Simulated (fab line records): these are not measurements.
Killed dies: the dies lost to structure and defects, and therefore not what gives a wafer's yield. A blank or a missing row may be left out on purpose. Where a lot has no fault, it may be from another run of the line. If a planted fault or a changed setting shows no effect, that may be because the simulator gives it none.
Chamber matching | flow nand harc | 4 sister chambers for NHARC_A_SGD_CUT_ETCH_58 on rie diel-13
The step etches the open film in CF4, target depth 39 nm, time 65 s. 36 wafers are shown with their chamber, then 12 later ones without.

== EACH WAFER AND ITS CHAMBER ==
wafer  | chamber | rf vpp V (V) | oes product au (a.u.) | cf4 flow sccm (sccm)
L074.1 | 0       | 152.1        | 0.986                 | 150.6
L074.2 | 3       | 151.4        | 1.006                 | 150.5
L074.5 | 2       | 151.7        | 1.014                 | 150.0
L077.1 | 2       | 152.8        | 1.002                 | 149.8
L077.3 | 3       | 151.5        | 1.007                 | 150.6
L077.5 | 3       | 152.5        | 1.015                 | 150.7
L078.1 | 3       | 149.9        | 1.014                 | 150.8
L078.2 | 1       | 150.3        | 0.999                 | 149.3
L078.5 | 1       | 150.2        | 1.006                 | 149.8
L080.1 | 0       | 151.8        | 0.989                 | 150.1
L080.3 | 2       | 151.6        | 0.997                 | 149.4
L080.5 | 0       | 151.0        | 0.985                 | 149.7
L081.3 | 0       | 152.7        | 0.998                 | 150.2
L081.4 | 2       | 154.6        | 1.006                 | 150.5
L081.6 | 2       | 153.4        | 1.005                 | 149.8
L085.1 | 0       | 153.0        | 0.991                 | 150.0
L085.2 | 2       | 151.9        | 1.009                 | 149.5
L085.6 | 2       | 152.8        | 0.998                 | 149.0
L084.2 | 3       | 152.3        | 0.998                 | 150.5
L084.3 | 0       | 152.7        | 0.993                 | 149.6
L084.6 | 1       | 150.0        | 0.993                 | 150.2
L087.1 | 3       | 150.8        | 1.005                 | 149.4
L087.4 | 1       | 151.2        | 1.008                 | 149.1
L087.6 | 1       | 150.1        | 1.003                 | 150.0
L088.2 | 2       | 151.3        | 0.995                 | 148.5
L088.3 | 3       | 150.8        | 0.995                 | 149.2
L088.5 | 3       | 151.9        | 0.988                 | 149.7
L091.1 | 0       | 151.6        | 1.002                 | 150.3
L091.5 | 3       | 150.9        | 1.003                 | 150.1
L091.6 | 2       | 152.3        | 0.998                 | 149.9
L090.2 | 3       | 151.7        | 1.002                 | 149.9
L090.3 | 2       | 153.0        | 1.001                 | 150.1
L090.5 | 1       | 150.4        | 1.004                 | 149.8
L092.1 | 2       | 152.9        | 1.009                 | 149.4
L092.5 | 0       | 150.6        | 1.001                 | 149.8
L092.6 | 1       | 149.7        | 0.999                 | 149.6

SIGNATURES (averages over the wafers above)
reading        | chamber 0 | chamber 1 | chamber 2 | chamber 3 | scatter within a chamber
rf vpp V       | 151.938   | 150.271   | 152.573   | 151.370   | 0.811
oes product au | 0.99313   | 1.00171   | 1.00309   | 1.00330   | 0.00668
cf4 flow sccm  | 150.037   | 149.686   | 149.627   | 150.140   | 0.488
Rule: for each reading, subtract the chamber's mean from the wafer's reading, divide by that reading's scatter and square the result; add these up over the readings and take the root, which gives the wafer's distance from the chamber. The wafer belongs to the nearest chamber; if the next one is less than 2 further off, it can't be placed. How the scatter is found: for the shown wafers, subtract from each reading the mean of its chamber, square and add these, divide the total by (wafers less chambers), then take the root.

== WAFERS WITHOUT THEIR CHAMBER ==
wafer  | rf vpp V (V) | oes product au (a.u.) | cf4 flow sccm (sccm)
L093.1 | 151.9        | 1.003                 | 149.7
L093.2 | 150.1        | 1.005                 | 150.5
L093.3 | 150.1        | 0.987                 | 149.7
L094.2 | 152.5        | 0.996                 | 150.7
L094.4 | 150.5        | 1.004                 | 149.6
L094.5 | 151.1        | 1.008                 | 149.5
L096.1 | 151.3        | 1.007                 | 150.0
L096.3 | 150.4        | 1.011                 | 150.6
L096.6 | 151.5        | 1.002                 | 149.6
L095.3 | 151.6        | 0.996                 | 149.6
L095.4 | 152.4        | 0.987                 | 150.6
L095.6 | 151.2        | 0.989                 | 151.0

== WHICH CHAMBER EACH ONE RAN IN ==
wafer  | from the rows above               | in truth
L093.1 | can't be placed: 2 or 3 or 0 or 1 | 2
L093.2 | can't be placed: 3 or 1 or 0 or 2 | 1
L093.3 | can't be placed: 1 or 0 or 3 or 2 | 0
L094.2 | can't be placed: 0 or 3 or 2 or 1 | 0
L094.4 | can't be placed: 1 or 3           | 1
L094.5 | can't be placed: 1 or 3 or 2 or 0 | 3
L096.1 | can't be placed: 3 or 1 or 2 or 0 | 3
L096.3 | can't be placed: 3 or 1 or 0 or 2 | 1
L096.6 | can't be placed: 3 or 2 or 1 or 0 | 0
L095.3 | can't be placed: 0 or 3 or 2 or 1 | 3
L095.4 | can't be placed: 0 or 3 or 2      | 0
L095.6 | can't be placed: 0 or 3 or 1 or 2 | 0
Correct placement for 0 of the 12. Not placeable from these rows: 12 (in 12, the candidates include the true chamber). Wrongly placed: 0.
